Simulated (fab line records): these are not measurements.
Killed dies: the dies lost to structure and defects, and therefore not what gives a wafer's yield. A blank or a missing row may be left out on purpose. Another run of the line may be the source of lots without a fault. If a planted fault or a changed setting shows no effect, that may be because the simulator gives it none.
fab line records / flow n5_finfet
record lots=7 wafers=39
route steps=1938 shown HKMG_FIN@395
start_h: hours from the record's opening day to when the first of the lot's shown wafers began / wait_h: hours elapsed since this lot's preceding step / " as in the row above / L1.1+2: one row covering several wafers at once / - no value, or no start given / * or withheld: withheld / < > ~ a bound
route shown NAME@n: a module of which the file shows steps, and the number in the route of the first / usual: mean/standard deviation of fault-free wafers / same: alike in all rows / chamber/n: place in a boat / sites: the reading at each site / _std_site: standard deviation of those values / _edge_site: mean of outer sites minus mean of inner sites / radius_mm: how far each site lies from the wafer's centre / mask NAME#n: copy n / behind: the tool/chamber that last shaped the wafer / hold: cause of the lot's hold/its duration in hours/its outcome / device: whichever transistor did not switch (one of n, p or np) / end of line: the same wafers' tests at the end of the route / a step given without rows: its recipe and nothing more / killed: dies that structure and defects cost at the first sort, which is not the same as the wafer's yield / map: the dies of a wafer, with x for killed, . for not killed, _ for no die there
set.NAME: setting as actually run; set.NAME@STEP: the setting as run at that earlier step / model.NAME: the simulator's own value behind a step, which no gauge read
lots with deliberately changed settings; one table per step, one row per wafer
## steps
# step N5_HKMG_FIN_EXPOSE_46
# recipe mask_id=NDIPOLE na=1.35 source_shape=conventional sigma_outer=0.8 polarization=unpolarized dose_mj=40
lot.wafer=L074.1+4+5 tool=arfi_scanner-02 chamber=0 start_h=80.17 wait_h=- mask=NDIPOLE#0 set.dose_mj=40
lot.wafer=L074.2+3+6 tool=arfi_scanner-02 chamber=0 start_h=80.17 wait_h=- mask=NDIPOLE#0 set.dose_mj=37.48
lot.wafer=L080.1+2+3 tool=arfi_scanner-03 chamber=0 start_h=109.08 wait_h=- mask=NDIPOLE#0 set.dose_mj=37.94
lot.wafer=L080.4+5+6 tool=arfi_scanner-03 chamber=0 start_h=109.08 wait_h=- mask=NDIPOLE#0 set.dose_mj=40
lot.wafer=L082.1+2+5 tool=arfi_scanner-02 chamber=0 start_h=125.28 wait_h=- mask=NDIPOLE#0 set.dose_mj=40
lot.wafer=L082.3+4+6 tool=arfi_scanner-02 chamber=0 start_h=125.28 wait_h=- mask=NDIPOLE#0 set.dose_mj=37.47
lot.wafer=L083.1+2+4 tool=arfi_scanner-02 chamber=0 start_h=133.79 wait_h=- mask=NDIPOLE#0 set.dose_mj=40
lot.wafer=L087.1+2+6 tool=arfi_scanner-03 chamber=0 start_h=154.28 wait_h=- mask=NDIPOLE#0 set.dose_mj=37.93
lot.wafer=L087.3+4+5 tool=arfi_scanner-03 chamber=0 start_h=154.28 wait_h=- mask=NDIPOLE#0 set.dose_mj=40
lot.wafer=L085.1+2+3 tool=arfi_scanner-01 chamber=0 start_h=157.34 wait_h=- mask=NDIPOLE#0 set.dose_mj=40
lot.wafer=L085.4+5+6 tool=arfi_scanner-01 chamber=0 start_h=157.34 wait_h=- mask=NDIPOLE#0 set.dose_mj=37.06
lot.wafer=L092.1+2+3+4+5+6 tool=arfi_scanner-03 chamber=0 start_h=183.98 wait_h=- mask=NDIPOLE#0 set.dose_mj=40
# step N5_HKMG_FIN_PEB_47
# recipe peb_temp_c=withheld peb_time_s=60 resist=CAR-ArF
# step N5_HKMG_FIN_DEVELOP_48
# recipe develop_time_s=30 developer=TMAH resist=CAR-ArF rinse_liquid=diw dry=air_spin dev_temp_c=23
# step N5_HKMG_FIN_CD_MEAS_49
# recipe target_cd_nm=202 landing_energy_ev=500 detector=se_inlens polarity=opening
# usual cd_nm=201.6/0.74
lot.wafer=L074.1 tool=cd_sem-03 chamber=0 start_h=80.30 wait_h=- set.dose_mj@HKMG_FIN_EXPOSE_46=40 cd_nm=202.2
lot.wafer=L074.2 tool=cd_sem-03 chamber=0 start_h=80.30 wait_h=- set.dose_mj@HKMG_FIN_EXPOSE_46=37.48 cd_nm=198.4
lot.wafer=L074.3 tool=cd_sem-03 chamber=0 start_h=80.30 wait_h=- set.dose_mj@HKMG_FIN_EXPOSE_46=37.48 cd_nm=198.9
lot.wafer=L074.4 tool=cd_sem-03 chamber=0 start_h=80.30 wait_h=- set.dose_mj@HKMG_FIN_EXPOSE_46=40 cd_nm=201.4
lot.wafer=L074.5 tool=cd_sem-03 chamber=0 start_h=80.30 wait_h=- set.dose_mj@HKMG_FIN_EXPOSE_46=40 cd_nm=201.8
lot.wafer=L074.6 tool=cd_sem-03 chamber=0 start_h=80.30 wait_h=- set.dose_mj@HKMG_FIN_EXPOSE_46=37.48 cd_nm=198.5
lot.wafer=L080.1 tool=cd_sem-01 chamber=0 start_h=109.20 wait_h=- set.dose_mj@HKMG_FIN_EXPOSE_46=37.94 cd_nm=197.3
lot.wafer=L080.2 tool=cd_sem-01 chamber=0 start_h=109.20 wait_h=- set.dose_mj@HKMG_FIN_EXPOSE_46=37.94 cd_nm=197.5
lot.wafer=L080.3 tool=cd_sem-01 chamber=0 start_h=109.20 wait_h=- set.dose_mj@HKMG_FIN_EXPOSE_46=37.94 cd_nm=197.2
lot.wafer=L080.4 tool=cd_sem-01 chamber=0 start_h=109.20 wait_h=- set.dose_mj@HKMG_FIN_EXPOSE_46=40 cd_nm=201.3
lot.wafer=L080.5 tool=cd_sem-01 chamber=0 start_h=109.20 wait_h=- set.dose_mj@HKMG_FIN_EXPOSE_46=40 cd_nm=201.3
lot.wafer=L080.6 tool=cd_sem-01 chamber=0 start_h=109.20 wait_h=- set.dose_mj@HKMG_FIN_EXPOSE_46=40 cd_nm=201.4
lot.wafer=L082.1 tool=cd_sem-01 chamber=0 start_h=125.40 wait_h=- set.dose_mj@HKMG_FIN_EXPOSE_46=40 cd_nm=202.4
lot.wafer=L082.2 tool=cd_sem-01 chamber=0 start_h=125.40 wait_h=- set.dose_mj@HKMG_FIN_EXPOSE_46=40 cd_nm=202.8
lot.wafer=L082.3 tool=cd_sem-01 chamber=0 start_h=125.40 wait_h=- set.dose_mj@HKMG_FIN_EXPOSE_46=37.47 cd_nm=197.1
lot.wafer=L082.4 tool=cd_sem-01 chamber=0 start_h=125.40 wait_h=- set.dose_mj@HKMG_FIN_EXPOSE_46=37.47 cd_nm=197.4
lot.wafer=L082.5 tool=cd_sem-01 chamber=0 start_h=125.40 wait_h=- set.dose_mj@HKMG_FIN_EXPOSE_46=40 cd_nm=201.7
lot.wafer=L082.6 tool=cd_sem-01 chamber=0 start_h=125.40 wait_h=- set.dose_mj@HKMG_FIN_EXPOSE_46=37.47 cd_nm=198.6
lot.wafer=L083.1 tool=cd_sem-02 chamber=0 start_h=133.91 wait_h=- set.dose_mj@HKMG_FIN_EXPOSE_46=40 cd_nm=201.4
lot.wafer=L083.2 tool=cd_sem-02 chamber=0 start_h=133.91 wait_h=- set.dose_mj@HKMG_FIN_EXPOSE_46=40 cd_nm=201.3
lot.wafer=L083.4 tool=cd_sem-02 chamber=0 start_h=133.91 wait_h=- set.dose_mj@HKMG_FIN_EXPOSE_46=40 cd_nm=200.8
lot.wafer=L087.1 tool=cd_sem-03 chamber=0 start_h=154.41 wait_h=- set.dose_mj@HKMG_FIN_EXPOSE_46=37.93 cd_nm=199.4
lot.wafer=L087.2 tool=cd_sem-03 chamber=0 start_h=154.41 wait_h=- set.dose_mj@HKMG_FIN_EXPOSE_46=37.93 cd_nm=199.4
lot.wafer=L087.3 tool=cd_sem-03 chamber=0 start_h=154.41 wait_h=- set.dose_mj@HKMG_FIN_EXPOSE_46=40 cd_nm=201.0
lot.wafer=L087.4 tool=cd_sem-03 chamber=0 start_h=154.41 wait_h=- set.dose_mj@HKMG_FIN_EXPOSE_46=40 cd_nm=201.6
lot.wafer=L087.5 tool=cd_sem-03 chamber=0 start_h=154.41 wait_h=- set.dose_mj@HKMG_FIN_EXPOSE_46=40 cd_nm=203.1
lot.wafer=L087.6 tool=cd_sem-03 chamber=0 start_h=154.41 wait_h=- set.dose_mj@HKMG_FIN_EXPOSE_46=37.93 cd_nm=198.2
lot.wafer=L085.1 tool=cd_sem-03 chamber=0 start_h=157.46 wait_h=- set.dose_mj@HKMG_FIN_EXPOSE_46=40 cd_nm=201.4
lot.wafer=L085.2 tool=cd_sem-03 chamber=0 start_h=157.46 wait_h=- set.dose_mj@HKMG_FIN_EXPOSE_46=40 cd_nm=201.0
lot.wafer=L085.3 tool=cd_sem-03 chamber=0 start_h=157.46 wait_h=- set.dose_mj@HKMG_FIN_EXPOSE_46=40 cd_nm=201.2
lot.wafer=L085.4 tool=cd_sem-03 chamber=0 start_h=157.46 wait_h=- set.dose_mj@HKMG_FIN_EXPOSE_46=37.06 cd_nm=197.0
lot.wafer=L085.5 tool=cd_sem-03 chamber=0 start_h=157.46 wait_h=- set.dose_mj@HKMG_FIN_EXPOSE_46=37.06 cd_nm=197.4
lot.wafer=L085.6 tool=cd_sem-03 chamber=0 start_h=157.46 wait_h=- set.dose_mj@HKMG_FIN_EXPOSE_46=37.06 cd_nm=196.0
lot.wafer=L092.1 tool=cd_sem-03 chamber=0 start_h=184.10 wait_h=- set.dose_mj@HKMG_FIN_EXPOSE_46=40 cd_nm=203.5
lot.wafer=L092.2 tool=cd_sem-03 chamber=0 start_h=184.10 wait_h=- set.dose_mj@HKMG_FIN_EXPOSE_46=40 cd_nm=202.3
lot.wafer=L092.3 tool=cd_sem-03 chamber=0 start_h=184.10 wait_h=- set.dose_mj@HKMG_FIN_EXPOSE_46=40 cd_nm=202.9
lot.wafer=L092.4 tool=cd_sem-03 chamber=0 start_h=184.10 wait_h=- set.dose_mj@HKMG_FIN_EXPOSE_46=40 cd_nm=202.2
lot.wafer=L092.5 tool=cd_sem-03 chamber=0 start_h=184.10 wait_h=- set.dose_mj@HKMG_FIN_EXPOSE_46=40 cd_nm=202.7
lot.wafer=L092.6 tool=cd_sem-03 chamber=0 start_h=184.10 wait_h=- set.dose_mj@HKMG_FIN_EXPOSE_46=40 cd_nm=202.9
# step N5_HKMG_FIN_DESCUM_53
# recipe chemistry=O2 time_s=7.9 source_power_w=50 bias_power_w=20 pressure_mtorr=20 rf_frequency_hz=2.712e+07 temp_c=40 resist=CAR-ArF o2_flow_sccm=225
# step N5_HKMG_FIN_ETCH_54
# recipe chemistry=CF4 target=SiARC target_depth_a=455 mask_material=CAR-ArF time_s=75.8 ion_energy_ev=80 pressure_mtorr=40 source_w=545 bias_w=36 Ar_flow_sccm=100 cf4_flow_sccm=100 ends=cleared
lot.wafer=L074.1 tool=rie_diel-03 chamber=2 start_h=80.45 wait_h=0.0 set.dose_mj@HKMG_FIN_EXPOSE_46=40 model.HKMG_FIN.cd_offset_nm=0
lot.wafer=L074.2 tool=rie_diel-03 chamber=3 start_h=80.45 wait_h=0.0 set.dose_mj@HKMG_FIN_EXPOSE_46=37.48 model.HKMG_FIN.cd_offset_nm=-3.4
lot.wafer=L074.3 tool=rie_diel-03 chamber=1 start_h=80.45 wait_h=0.0 set.dose_mj@HKMG_FIN_EXPOSE_46=37.48 model.HKMG_FIN.cd_offset_nm=-3
lot.wafer=L074.4 tool=rie_diel-03 chamber=0 start_h=80.45 wait_h=0.0 set.dose_mj@HKMG_FIN_EXPOSE_46=40 model.HKMG_FIN.cd_offset_nm=-0.8
lot.wafer=L074.5 tool=rie_diel-03 chamber=1 start_h=80.45 wait_h=0.0 set.dose_mj@HKMG_FIN_EXPOSE_46=40 model.HKMG_FIN.cd_offset_nm=-0.4
lot.wafer=L074.6 tool=rie_diel-03 chamber=0 start_h=80.45 wait_h=0.0 set.dose_mj@HKMG_FIN_EXPOSE_46=37.48 model.HKMG_FIN.cd_offset_nm=-3.6
lot.wafer=L080.1 tool=rie_diel-04 chamber=2 start_h=109.44 wait_h=0.0 set.dose_mj@HKMG_FIN_EXPOSE_46=37.94 model.HKMG_FIN.cd_offset_nm=-4.8
lot.wafer=L080.2 tool=rie_diel-04 chamber=1 start_h=109.44 wait_h=0.0 set.dose_mj@HKMG_FIN_EXPOSE_46=37.94 model.HKMG_FIN.cd_offset_nm=-4.2
lot.wafer=L080.3 tool=rie_diel-04 chamber=3 start_h=109.44 wait_h=0.0 set.dose_mj@HKMG_FIN_EXPOSE_46=37.94 model.HKMG_FIN.cd_offset_nm=-4.6
lot.wafer=L080.4 tool=rie_diel-04 chamber=0 start_h=109.44 wait_h=0.0 set.dose_mj@HKMG_FIN_EXPOSE_46=40 model.HKMG_FIN.cd_offset_nm=-0.4
lot.wafer=L080.5+6 tool=rie_diel-04 chamber=3,0 start_h=109.44 wait_h=0.0 set.dose_mj@HKMG_FIN_EXPOSE_46=40 model.HKMG_FIN.cd_offset_nm=-0.8
lot.wafer=L082.1 tool=rie_diel-03 chamber=2 start_h=125.75 wait_h=0.0 set.dose_mj@HKMG_FIN_EXPOSE_46=40 model.HKMG_FIN.cd_offset_nm=0.4
lot.wafer=L082.2 tool=rie_diel-03 chamber=1 start_h=125.75 wait_h=0.0 set.dose_mj@HKMG_FIN_EXPOSE_46=40 model.HKMG_FIN.cd_offset_nm=0.8
lot.wafer=L082.3 tool=rie_diel-03 chamber=0 start_h=125.75 wait_h=0.0 set.dose_mj@HKMG_FIN_EXPOSE_46=37.47 model.HKMG_FIN.cd_offset_nm=-5
lot.wafer=L082.4 tool=rie_diel-03 chamber=3 start_h=125.75 wait_h=0.0 set.dose_mj@HKMG_FIN_EXPOSE_46=37.47 model.HKMG_FIN.cd_offset_nm=-4.2
lot.wafer=L082.5 tool=rie_diel-03 chamber=1 start_h=125.75 wait_h=0.0 set.dose_mj@HKMG_FIN_EXPOSE_46=40 model.HKMG_FIN.cd_offset_nm=-0.2
lot.wafer=L082.6 tool=rie_diel-03 chamber=2 start_h=125.75 wait_h=0.0 set.dose_mj@HKMG_FIN_EXPOSE_46=37.47 model.HKMG_FIN.cd_offset_nm=-4
lot.wafer=L083.1 tool=rie_diel-03 chamber=1 start_h=134.04 wait_h=0.0 set.dose_mj@HKMG_FIN_EXPOSE_46=40 model.HKMG_FIN.cd_offset_nm=-0.8
lot.wafer=L083.2 tool=rie_diel-03 chamber=2 start_h=134.04 wait_h=0.0 set.dose_mj@HKMG_FIN_EXPOSE_46=40 model.HKMG_FIN.cd_offset_nm=-0.4
lot.wafer=L083.4 tool=rie_diel-03 chamber=0 start_h=134.04 wait_h=0.0 set.dose_mj@HKMG_FIN_EXPOSE_46=40 model.HKMG_FIN.cd_offset_nm=-1.2
lot.wafer=L087.1+2 tool=rie_diel-04 chamber=1,2 start_h=154.53 wait_h=0.0 set.dose_mj@HKMG_FIN_EXPOSE_46=37.93 model.HKMG_FIN.cd_offset_nm=-2.8
lot.wafer=L087.3 tool=rie_diel-04 chamber=0 start_h=154.53 wait_h=0.0 set.dose_mj@HKMG_FIN_EXPOSE_46=40 model.HKMG_FIN.cd_offset_nm=-1
lot.wafer=L087.4 tool=rie_diel-04 chamber=1 start_h=154.53 wait_h=0.0 set.dose_mj@HKMG_FIN_EXPOSE_46=40 model.HKMG_FIN.cd_offset_nm=-0.4
lot.wafer=L087.5 tool=rie_diel-04 chamber=0 start_h=154.53 wait_h=0.0 set.dose_mj@HKMG_FIN_EXPOSE_46=40 model.HKMG_FIN.cd_offset_nm=0.8
lot.wafer=L087.6 tool=rie_diel-04 chamber=2 start_h=154.53 wait_h=0.0 set.dose_mj@HKMG_FIN_EXPOSE_46=37.93 model.HKMG_FIN.cd_offset_nm=-3.4
lot.wafer=L085.1+2 tool=rie_diel-03 chamber=0,3 start_h=157.82 wait_h=0.0 set.dose_mj@HKMG_FIN_EXPOSE_46=40 model.HKMG_FIN.cd_offset_nm=-0.2
lot.wafer=L085.3 tool=rie_diel-03 chamber=2 start_h=157.82 wait_h=0.0 set.dose_mj@HKMG_FIN_EXPOSE_46=40 model.HKMG_FIN.cd_offset_nm=-0.8
lot.wafer=L085.4 tool=rie_diel-03 chamber=1 start_h=157.82 wait_h=0.0 set.dose_mj@HKMG_FIN_EXPOSE_46=37.06 model.HKMG_FIN.cd_offset_nm=-5.2
lot.wafer=L085.5 tool=rie_diel-03 chamber=2 start_h=157.82 wait_h=0.0 set.dose_mj@HKMG_FIN_EXPOSE_46=37.06 model.HKMG_FIN.cd_offset_nm=-4.4
lot.wafer=L085.6 tool=rie_diel-03 chamber=3 start_h=157.82 wait_h=0.0 set.dose_mj@HKMG_FIN_EXPOSE_46=37.06 model.HKMG_FIN.cd_offset_nm=-5.8
lot.wafer=L092.1 tool=rie_diel-04 chamber=0 start_h=184.54 wait_h=0.0 set.dose_mj@HKMG_FIN_EXPOSE_46=40 model.HKMG_FIN.cd_offset_nm=1.4
lot.wafer=L092.2+3+4 tool=rie_diel-04 chamber=1,2,3 start_h=184.54 wait_h=0.0 set.dose_mj@HKMG_FIN_EXPOSE_46=40 model.HKMG_FIN.cd_offset_nm=0.2
lot.wafer=L092.5 tool=rie_diel-04 chamber=0 start_h=184.54 wait_h=0.0 set.dose_mj@HKMG_FIN_EXPOSE_46=40 model.HKMG_FIN.cd_offset_nm=0.6
lot.wafer=L092.6 tool=rie_diel-04 chamber=1 start_h=184.54 wait_h=0.0 set.dose_mj@HKMG_FIN_EXPOSE_46=40 model.HKMG_FIN.cd_offset_nm=1.2
## key
split step=N5_HKMG_FIN_EXPOSE_46 setting=dose_mj stated=40 by=wafer
response step=N5_HKMG_FIN_CD_MEAS_49 reading=cd_nm change=+0.622 per=1% r=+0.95
response step=N5_HKMG_FIN_ETCH_54 reading=model.HKMG_FIN.cd_offset_nm change=+0.629 per=1% r=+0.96
